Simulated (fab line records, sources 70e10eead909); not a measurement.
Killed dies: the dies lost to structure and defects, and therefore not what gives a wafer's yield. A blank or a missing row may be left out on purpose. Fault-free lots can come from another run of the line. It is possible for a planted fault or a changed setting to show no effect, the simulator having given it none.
fab line records | flow nandHarc
record lots=5 wafers=15 lastDay=24
route steps=1159 shown A_CHANNEL_HOLE_D1@455 END@1159
lots with no fault: from the same line, run without faults
startH: hours from the record's opening day to when the first of the lot's shown wafers began | waitH: time in hours since the lot's previous step | " repeats the value in the row above | L1.1+2: several wafers, shown together as one row | - either no value or no given start | * or withheld: withheld | < > ~ a bound
route shown NAME@n: names a module that has steps shown in the file, with the first one's number in the route | usual: mean and standard deviation over wafers with no fault | same: alike in all rows | chamber/n: place in a boat | sites: readings site by site | _std_site: their standard deviation | _edge_site: inner sites' mean taken away from outer sites' mean | radiusMm: how far each site lies from the wafer's centre | mask NAME#n: copy n | behind: the last tool/chamber to shape the wafer | hold: what put the lot on hold/how long, in hours/how the hold closed | device: which transistor (n, p or np) failed to switch | end of line: at the end of the route, the tests of the same wafers | a step given without rows: its recipe and nothing more | killed: the dies lost at the first sort to structure and to defects; this is not the yield of the wafer | map: per-die view of a wafer (x killed, . not killed, _ where there is no die)
set.NAME: the setting that was run; set.NAME@STEP: the one run at that earlier step | model.NAME: the simulator's own value behind a step, which no gauge read
lots seen at some steps along the route; tables by step, rows by wafer
services: when a tool's chamber went out of use (startH, in hours from the record's first day, below 0 if earlier), for how many hours, and the reason
## steps
# step NHARC_A_CHANNEL_HOLE_D1_COAT_37
# recipe tempC=225 timeS=65
# step NHARC_A_CHANNEL_HOLE_D1_COAT_04
# recipe spinRpm=1500 resistThkNm=90
# step NHARC_A_CHANNEL_HOLE_D1_SOFTBAKE_05
# recipe tempC=105 timeS=55
# step NHARC_A_CHANNEL_HOLE_D1_EBR_06
# step NHARC_A_CHANNEL_HOLE_D1_EXPOSE_07
# recipe na=1.35 targetCdNm=100 sigmaOuter=0.3 doseMj=59.65 maskId=HOLE_D1
# step NHARC_A_CHANNEL_HOLE_D1_PEB_08
# recipe pebTempC=100 pebTimeS=65
# step NHARC_A_CHANNEL_HOLE_D1_DEVELOP_09
# recipe developTimeS=35 devTempC=23
# step NHARC_A_CHANNEL_HOLE_D1_CD_MEAS_10
# recipe targetCdNm=100 landingEnergyEv=500
# usual cdNm=100.2/0.57
# same landingEnergyEv=500
# columns lot.wafer tool chamber startH waitH cdNm
L541.4 cdSem-03 0 185.31 - 101.0
L541.5 " 0 " " 100.5
L541.6 " 0 " " 101.1
L542.2 cdSem-01 0 191.96 - 100.8
L542.3 " 0 " " 100.8
L542.5 " 0 " " 100.2
L555.1 cdSem-03 0 251.61 - 100.8
L555.2 " 0 " " 100.5
L555.4 " 0 " " 100.8
L552.1 cdSem-02 0 252.82 - 99.7
L552.2 " 0 " " 99.7
L552.5 " 0 " " 99.8
L561.3 cdSem-02 0 299.17 - 100.8
L561.5 " 0 " " 100.9
L561.6 " 0 " " 99.8
# step NHARC_A_CHANNEL_HOLE_D1_OVL_MEAS_11
# usual overlayXNm=0.0/0.83 overlayYNm=0.3/0.81
# columns lot.wafer tool chamber startH waitH overlayXNm overlayYNm
L541.4 overlay-02 - 185.40 - -0.2 -0.1
L541.5 " - " " -0.4 0.4
L541.6 " - " " 0.1 0.2
L542.2 overlay-02 - 192.04 - 0.0 0.7
L542.3 " - " " -0.4 1.5
L542.5 " - " " -0.4 1.3
L555.1 overlay-01 - 251.70 - 0.4 0.6
L555.2 " - " " 0.7 0.3
L555.4 " - " " 0.7 -0.3
L552.1 overlay-02 - 252.90 - -0.4 1.6
L552.2 " - " " -0.5 1.7
L552.5 " - " " -1.1 1.4
L561.3 overlay-02 - 299.25 - 1.0 0.3
L561.5 " - " " 1.2 0.8
L561.6 " - " " 0.8 0.6
# step NHARC_A_CHANNEL_HOLE_D1_INSPECT_12
# usual rawDefectCount=6/3.4
# columns lot.wafer tool chamber startH waitH rawDefectCount
L541.4 defectInspect-02 - 185.43 0.0 4
L541.5 " - " " 8
L541.6 " - " " 5
L542.2 defectInspect-02 - 192.08 0.0 8
L542.3 " - " " 7
L542.5 " - " " 3
L555.1 defectInspect-01 - 251.74 0.0 5
L555.2 " - " " 6
L555.4 " - " " 13
L552.1 defectInspect-02 - 252.94 0.0 5
L552.2 " - " " 10
L552.5 " - " " 5
L561.3 defectInspect-01 - 299.29 0.0 5
L561.5 " - " " 5
L561.6 " - " " 10
# step NHARC_A_CHANNEL_HOLE_D1_DESCUM_15
# recipe timeS=3 o2FlowSccm=200 arFlowSccm=0 biasPowerW=0 chemistry=O2
# usual drypumpMotorCurrentA=5.7/0.55 o2FlowSccm=200.1/0.62 oesProductAu=1.000/0.0095 rfVppV=57.8/0.9 showerheadPlenumPTorr=1.91/0.1 throttleValvePct=11.312/0.0091
# same timeS=3
# columns lot.wafer tool chamber startH waitH drypumpMotorCurrentA o2FlowSccm oesProductAu rfHoursCounterH rfVppV showerheadPlenumPTorr throttleValvePct
L541.4 rieDiel-09 1 185.51 0.1 5.1 199.6 1.005 8 56.9 1.93 11.297
L541.6 " 3 " " 5.3 199.2 0.993 - 59.3 2.05 11.309
L541.5 " 0 " " 5.1 201.1 0.998 - 57.7 1.80 11.302
L542.2 rieDiel-08 1 192.14 0.1 6.6 199.7 1.010 3 58.3 2.02 11.315
L542.3 " 2 " " 5.7 200.4 1.000 3 58.8 1.99 11.311
L542.5 " 1 " " 6.6 199.2 1.009 - 58.0 2.02 11.300
L555.1 rieDiel-09 0 251.80 0.1 5.1 200.7 1.015 13 57.5 1.79 11.314
L555.2 " 2 " " 5.3 200.0 1.006 13 57.9 1.80 11.301
L555.4 " 3 " " 5.3 200.1 0.989 14 58.4 2.04 11.301
L552.2 rieDiel-08 1 253.00 0.1 6.6 200.0 1.017 7 58.0 2.01 11.318
L552.1 " 0 " " 6.4 198.9 1.002 5 56.2 2.00 11.315
L552.5 " 1 " " 6.6 199.9 1.021 - 57.6 2.01 11.312
L561.3 rieDiel-08 3 299.35 0.1 5.6 199.7 1.004 10 56.7 1.81 11.309
L561.6 " 3 " " 5.6 199.0 0.996 - 57.2 1.81 11.311
L561.5 " 0 " " 6.4 200.9 1.003 - 58.5 2.00 11.306
# step NHARC_A_CHANNEL_HOLE_D1_ETCH_38
# recipe targetDepthA=390 overEtchFrac=0.3 timeS=65 ionEnergyEv=80 cf4FlowSccm=150 arFlowSccm=0 rfW=300 biasW=100 chemistry=CF4
# usual drypumpMotorCurrentA=5.7/0.53 oesProductAu=0.999/0.0092 rfVppV=151.2/1.3 runLengthS=86.3/0.5 showerheadPlenumPTorr=1.76/0.085 throttleValvePct=13.284/0.0091
# same timeS=65
# columns lot.wafer tool chamber startH waitH drypumpMotorCurrentA oesProductAu rfHoursCounterH rfVppV runLengthS showerheadPlenumPTorr throttleValvePct
L541.4 rieDiel-09 2 185.59 0.1 5.3 0.996 8 150.0 86.8 1.67 13.271
L541.5 " 3 " " 5.3 0.983 - 152.8 85.6 1.88 13.295
L541.6 " 0 " " 5.1 1.001 - 149.6 85.8 1.67 13.299
L542.2 rieDiel-08 2 192.23 0.1 5.6 0.992 3 152.0 86.0 1.84 13.280
L542.3 " 3 " " 5.6 1.010 3 149.3 86.4 1.68 13.294
L542.5 " 3 " " 5.6 1.005 - 150.3 87.0 1.68 13.285
L555.1 rieDiel-09 3 251.89 0.1 5.3 0.990 14 153.1 85.4 1.88 13.285
L555.4 " 0 " " 5.1 1.006 13 148.5 86.0 1.67 13.289
L555.2 " 1 " " 5.1 0.995 14 151.1 86.1 1.78 13.273
L552.2 rieDiel-08 2 253.10 0.1 5.7 1.009 7 151.7 85.8 1.84 13.291
L552.1 " 3 " " 5.6 1.005 6 150.4 86.7 1.68 13.290
L552.5 " 1 " " 6.6 1.012 - 151.6 85.7 1.86 13.282
L561.3 rieDiel-08 2 299.44 0.1 5.6 0.996 11 152.2 85.5 1.83 13.279
L561.6 " 1 " " 6.6 1.002 - 152.0 85.8 1.85 13.291
L561.5 " 2 " " 5.7 1.003 - 153.4 85.4 1.83 13.275
# step NHARC_A_CHANNEL_HOLE_D1_ETCH_39
# recipe targetDepthA=2600 overEtchFrac=0.3 timeS=325 ionEnergyEv=200 n2FlowSccm=150 h2FlowSccm=150 arFlowSccm=0 rfW=400 biasW=150 chemistry=N2/H2
# usual drypumpMotorCurrentA=5.7/0.53 oesProductAu=1.000/0.0099 rfVppV=430/3.1 runLengthS=346.3/0.47 showerheadPlenumPTorr=2.03/0.11 throttleValvePct=14.170/0.0097
# columns lot.wafer tool chamber startH waitH drypumpMotorCurrentA oesProductAu rfHoursCounterH rfVppV runLengthS showerheadPlenumPTorr throttleValvePct
L541.4 rieDiel-09 0 185.67 - 5.1 1.005 7 426 346.0 1.91 14.174
L541.5 " 0 " " 5.1 1.006 - 429 346.2 1.91 14.173
L541.6 " 1 " " 5.1 0.989 - 432 346.0 2.06 14.158
L542.2 rieDiel-08 0 192.34 - 6.4 1.000 3 434 347.0 2.14 14.166
L542.3 " 1 " " 6.6 1.016 3 434 345.9 2.15 14.176
L542.5 " 3 " " 5.6 1.002 - 428 346.6 1.93 14.170
L555.4 rieDiel-09 0 252.00 - 5.1 1.006 13 427 272.2 1.91 14.174
L555.1 " 1 " " 5.1 0.995 14 430 345.8 2.05 14.170
L555.2 " 2 " " 5.3 0.997 13 427 347.0 1.91 14.178
L552.2 rieDiel-08 3 253.20 - 5.6 1.008 6 428 346.2 1.93 14.152
L552.1 " 1 " " 6.7 1.005 7 433 346.1 2.15 14.169
L552.5 " 3 " " 5.6 1.001 - 426 346.6 1.93 14.183
L561.3 rieDiel-08 0 299.55 - 6.4 1.002 9 431 346.5 2.14 14.180
L561.5 " 3 " " 5.6 0.994 - 428 346.7 1.93 14.176
L561.6 " 0 " " 6.4 1.015 - 433 346.4 2.14 14.184
# step NHARC_A_CHANNEL_HOLE_D1_ETCH_34
# recipe targetDepthA=1540 timeS=77 cf4FlowSccm=100 chf3FlowSccm=30 arFlowSccm=0 rfW=500 biasW=200 chemistry=CF4/CHF3
# usual chf3FlowSccm=30.00/0.084 drypumpMotorCurrentA=5.7/0.54 oesProductAu=0.940/0.022 rfVppV=370.4/2.7 runLengthS=98.3/0.46 showerheadPlenumPTorr=1.57/0.076 throttleValvePct=16.803/0.0087
# same timeS=77
# columns lot.wafer tool chamber startH waitH chf3FlowSccm drypumpMotorCurrentA oesProductAu rfHoursCounterH rfVppV runLengthS showerheadPlenumPTorr throttleValvePct
L541.4 rieDiel-09 3 - - 30.07 5.3 0.916 8 373.8 97.6 1.68 16.797
L541.5 " 0 " " 29.99 5.1 0.924 - 367.4 98.2 1.48 16.809
L541.6 " 1 " " 30.03 5.1 0.920 - 371.8 98.0 1.59 16.804
L542.2 rieDiel-08 3 - - 30.01 5.6 0.921 3 367.9 98.4 1.50 16.788
L542.3 " 1 " " 29.86 6.6 0.936 3 373.9 97.8 1.65 16.808
L542.5 " 0 " " 29.94 6.4 0.917 - 372.0 98.4 1.64 16.799
L555.4 rieDiel-09 1 - - 30.06 5.1 0.926 14 370.3 98.7 1.58 16.810
L555.1 " 3 " " 29.77 5.3 0.921 14 373.5 97.8 1.68 16.795
L555.2 " 0 " " 30.01 5.1 0.929 14 366.8 98.0 1.48 16.807
L552.2 rieDiel-08 3 - - 30.02 5.6 0.921 6 367.8 98.7 1.49 16.803
L552.1 " 0 " " 30.02 6.4 0.978 5 374.2 98.9 1.64 16.799
L552.5 " 2 " " 30.01 5.7 0.922 - 373.7 97.5 1.63 16.815
L561.3 rieDiel-08 3 - - 30.14 5.6 0.918 11 367.2 98.5 1.49 16.817
L561.5 " 1 " " 30.02 6.6 0.941 - 372.5 98.3 1.65 16.815
L561.6 " 2 " " 30.10 5.7 0.918 - 373.4 97.4 1.63 16.798
# step NHARC_END_SORT_01
# recipe tempC=25
# usual killedAtArray=25/9.2 killedAtOther=0.9/1.3 killedAtPeriphery=3.3/2.3 killedDies=29/9.6 killedOpen=3.2/1.8 killedShort=2/1.4
# same grossDies=677
# columns lot.wafer tool chamber startH waitH hold killedAtArray killedAtOther killedAtPeriphery killedDies killedOpen killedShort
L541.4 prober-01 0 445.70 3.4 - 31 0 3 34 6 1
L541.5 prober-01 0 446.51 3.7 - 33 0 1 34 2 3
L541.6 prober-01 0 447.32 4.0 - 29 0 1 30 6 4
L542.2 prober-01 0 459.81 2.8 - 31 0 6 37 5 4
L542.3 prober-01 0 460.60 3.1 - 30 0 4 34 6 3
L542.5 prober-01 0 462.18 3.7 - 21 0 5 26 3 2
L552.1 prober-02 0 520.08 2.5 - 29 1 7 37 2 4
L552.2 prober-02 0 520.87 2.8 - 28 0 2 30 2 2
L552.5 prober-02 0 523.25 3.7 - 28 0 4 32 1 1
L555.1 prober-01 0 529.50 2.5 awaitDispo/1.9h/release 14 6 3 23 3 4
L555.2 prober-01 0 530.31 2.8 awaitDispo/1.9h/release 13 3 4 20 3 3
L555.4 prober-01 0 531.91 3.4 awaitDispo/1.9h/release 43 1 6 50 3 1
L561.3 prober-02 0 576.60 3.1 - 31 2 6 39 3 0
L561.5 prober-02 0 578.20 3.7 - 44 0 10 54 7 2
L561.6 prober-02 0 579.00 4.0 - 33 2 4 39 0 2
# killed by level:class
L541.4 A_CHANNEL_HOLE_D1:chamberFilmFlake=13 A_WL_FILL:chamberFilmFlake=5 A_CONTACT:geometricParticle:open=3 A_STAIRCASE:chamberFilmFlake=3 A_SLIT:chamberFilmFlake=3 A_CONTACT:chamberFilmFlake=3 P_M1:geometricParticle:open=2 P_M0:geometricParticle:open=1
L541.5 A_CHANNEL_HOLE_D1:chamberFilmFlake=11 A_SLIT:chamberFilmFlake=7 A_STAIRCASE:chamberFilmFlake=5 A_CONTACT:chamberFilmFlake=4 A_WL_FILL:chamberFilmFlake=2 P_CONTACT:geometricParticle:open=1 A_SOURCE_PLATE:geometricParticle:short=1 A_ONON_D1:geometricParticle:short=1
L541.6 A_CHANNEL_HOLE_D1:chamberFilmFlake=6 A_SLIT:chamberFilmFlake=5 A_WL_FILL:chamberFilmFlake=4 A_CONTACT:chamberFilmFlake=3 A_CONTACT:geometricParticle:open=2 A_M0:geometricParticle:short=2 A_STAIRCASE:chamberFilmFlake=2 P_STI:geometricParticle:open=1
L542.2 A_CHANNEL_HOLE_D1:chamberFilmFlake=13 A_CONTACT:chamberFilmFlake=7 A_WL_FILL:chamberFilmFlake=3 P_M0:geometricParticle:open=2 A_CHANNEL_FILL_D1:geometricParticle:open=2 A_STAIRCASE:chamberFilmFlake=2 A_SLIT:chamberFilmFlake=2 P_STI:geometricParticle:short=1
L542.3 A_CHANNEL_HOLE_D1:chamberFilmFlake=12 A_CONTACT:chamberFilmFlake=5 A_M0:geometricParticle:open=4 P_M1:chamberFilmFlake=3 A_STAIRCASE:chamberFilmFlake=3 A_WL_FILL:chamberFilmFlake=2 P_CONTACT:geometricParticle:open=1 A_ONON_D1:geometricParticle:short=1
L542.5 A_CHANNEL_HOLE_D1:chamberFilmFlake=10 P_M1:chamberFilmFlake=4 A_CONTACT:chamberFilmFlake=4 A_WL_FILL:chamberFilmFlake=2 P_GATE:geometricParticle:open=1 A_CHANNEL_FILL_D1:geometricParticle:short=1 A_CONTACT:geometricParticle:open=1 A_CONTACT:geometricParticle:short=1
L552.1 A_CHANNEL_HOLE_D1:chamberFilmFlake=17 P_ZERO_WELL:chamberFilmFlake=4 P_GATE:chamberFilmFlake=2 A_STAIRCASE:chamberFilmFlake=2 A_WL_FILL:chamberFilmFlake=2 A_CONTACT:chamberFilmFlake=2 P_BONDPAD:geometricParticle:open=1 A_STAIRCASE:geometricParticle:short=1
L552.2 A_CHANNEL_HOLE_D1:chamberFilmFlake=18 P_ZERO_WELL:chamberFilmFlake=2 A_CONTACT:chamberFilmFlake=2 A_SOURCE_PLATE:geometricParticle:open=1 A_SOURCE_PLATE:geometricParticle:short=1 A_ONON_D1:geometricParticle:short=1 A_CHANNEL_FILL_D1:geometricParticle:open=1 A_ZERO_WELL:chamberFilmFlake=1
L552.5 A_CHANNEL_HOLE_D1:chamberFilmFlake=17 A_ZERO_WELL:chamberFilmFlake=4 A_CONTACT:chamberFilmFlake=3 P_GATE:chamberFilmFlake=2 A_BLC:geometricParticle:open=1 A_BLC:geometricParticle:short=1 P_ZERO_WELL:chamberFilmFlake=1 P_STI:chamberFilmFlake=1
L555.1 THIN_TSV:chamberFilmFlake=6 A_CHANNEL_HOLE_D1:chamberFilmFlake=3 A_STAIRCASE:chamberFilmFlake=3 A_CONTACT:chamberFilmFlake=2 P_GATE:geometricParticle:open=1 P_M0:geometricParticle:open=1 A_CHANNEL_FILL_D1:geometricParticle:short=1 A_CHANNEL_FILL_D1:geometricParticle:open=1
L555.2 A_CHANNEL_HOLE_D1:chamberFilmFlake=3 A_STAIRCASE:chamberFilmFlake=3 THIN_TSV:chamberFilmFlake=3 P_CONTACT:chamberFilmFlake=2 P_CONTACT:geometricParticle:open=1 A_CHANNEL_FILL_D1:geometricParticle:open=1 A_CHANNEL_FILL_D1:geometricParticle:short=1 A_WL_FILL:geometricParticle:short=1
L555.4 A_CHANNEL_HOLE_D1:areaEtch=29 A_CHANNEL_HOLE_D1:chamberFilmFlake=5 A_STAIRCASE:chamberFilmFlake=3 A_CONTACT:chamberFilmFlake=3 P_CONTACT:chamberFilmFlake=2 P_GATE:geometricParticle:short=1 P_M0:geometricParticle:open=1 P_M1:geometricParticle:open=1
L561.3 A_CHANNEL_HOLE_D1:chamberFilmFlake=19 A_SLIT:chamberFilmFlake=6 P_STI:chamberFilmFlake=2 P_M2:chamberFilmFlake=2 A_WL_FILL:chamberFilmFlake=2 A_CONTACT:chamberFilmFlake=2 P_CONTACT:geometricParticle:open=1 A_CONTACT:geometricParticle:open=1
L561.5 A_CHANNEL_HOLE_D1:chamberFilmFlake=18 A_SLIT:chamberFilmFlake=12 P_M2:chamberFilmFlake=6 A_CONTACT:chamberFilmFlake=4 P_CONTACT:geometricParticle:open=2 A_CHANNEL_FILL_D1:geometricParticle:open=2 A_CONTACT:geometricParticle:open=2 P_GATE:chamberFilmFlake=2
L561.6 A_CHANNEL_HOLE_D1:chamberFilmFlake=12 A_SLIT:chamberFilmFlake=11 A_CONTACT:chamberFilmFlake=6 P_M2:chamberFilmFlake=2 A_WL_FILL:chamberFilmFlake=2 THIN_TSV:chamberFilmFlake=2 P_CONTACT:geometricParticle:short=1 A_CONTACT:geometricParticle:short=1
# map L555.4 (x killed, . not)
____________.____________
_________......._________
_______x.........._______
______.............______
_____.....x........._____
____.................____
____.................____
___.......x...........___
___...................___
__.....................__
__...................x.__
_......................._
_...x.........x........._
_.....x.......x........x_
_xx............x........_
_......................._
...............x..x......
.......................xx
.........................
x..........x.............
......................x.x
_..x........x..........._
_......................._
_......................._
_x......................_
_........x.........x...x_
__xx..................x__
__....................x__
___...................___
___x................x.___
____.................____
____.................____
_____xx..x.x..x....._____
______x.....x....x.______
_______..x.x...xxx_______
_________..x.xxx_________
____________x____________
# map L541.4 (x killed, . not)
____________.____________
_________......._________
_______..........._______
______......x......______
_____..............._____
____.................____
____...............x.____
___...................___
___............x.x....___
__.....................__
__.....................__
_..............x........_
_............x.........._
_............x.........._
_............x.....x...._
_......................._
x........................
.........................
.........................
.....................x...
..............x..........
_......................._
_......................._
_........x.............._
_......................._
_.....x................._
__.......x.............__
__.....................__
___...................___
___...............x...___
____...........xx....____
____.xx.x....xx.x....____
_____.......x...xx.x_____
______........xx...______
_______.........xx_______
_________.....x._________
____________x____________
## services
# columns tool chamber startH hours kind
rieDiel-08 0 182.86 - clean
rieDiel-08 1 182.86 - clean
rieDiel-08 2 182.86 - clean
rieDiel-08 3 182.86 - clean
rieDiel-09 3 190.42 2.4 repair
rieDiel-08 0 193.41 4.6 repair
rieDiel-08 0 199.38 19.4 repair
rieDiel-08 1 207.54 - clean
rieDiel-08 2 207.54 - clean
rieDiel-08 3 207.54 - clean
rieDiel-08 3 216.15 1.7 repair
rieDiel-08 0 232.04 - clean
rieDiel-08 1 232.04 - clean
rieDiel-08 2 232.04 - clean
rieDiel-08 3 232.04 - clean
rieDiel-09 2 241.72 6.3 repair
rieDiel-09 - 254.11 9.0 pm
rieDiel-08 0 256.54 - clean
rieDiel-08 1 256.54 - clean
rieDiel-08 2 256.54 - clean
rieDiel-08 3 256.54 - clean
rieDiel-08 0 281.04 - clean
rieDiel-08 1 281.04 - clean
rieDiel-08 0 291.70 6.6 repair
## key
firstSign step=NHARC_A_CHANNEL_HOLE_D1_ETCH_39 reading=runLengthS direction=down sigmas=99+ usual=* struck=*
effect step=NHARC_END_SORT_01 reading=hold direction=added
moreKillsBornAt NHARC_A_CHANNEL_HOLE_D1_ETCH_39@rieDiel-09=29
metAt NHARC_A_CHANNEL_HOLE_D1_ETCH_39
struckWafers L555.4
testerLeftOut L555
onsetBetween 185.67 252.00
fault kind=processParameterDrift tool=rieDiel-09 chamber=0 onsetH=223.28 steps=NHARC_A_CHANNEL_HOLE_D1_ETCH_39 channel=timeS offset=* shape=step endH=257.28 actsIn=* stated=*
# testerLeftOut: of these lots the tester's yield and bins aren't shown, on N5 and GAA mostly nor the transistor test; their killed dies are dies lost to structure and defects alone, not to doping, threshold or leakage, so they don't give the yield
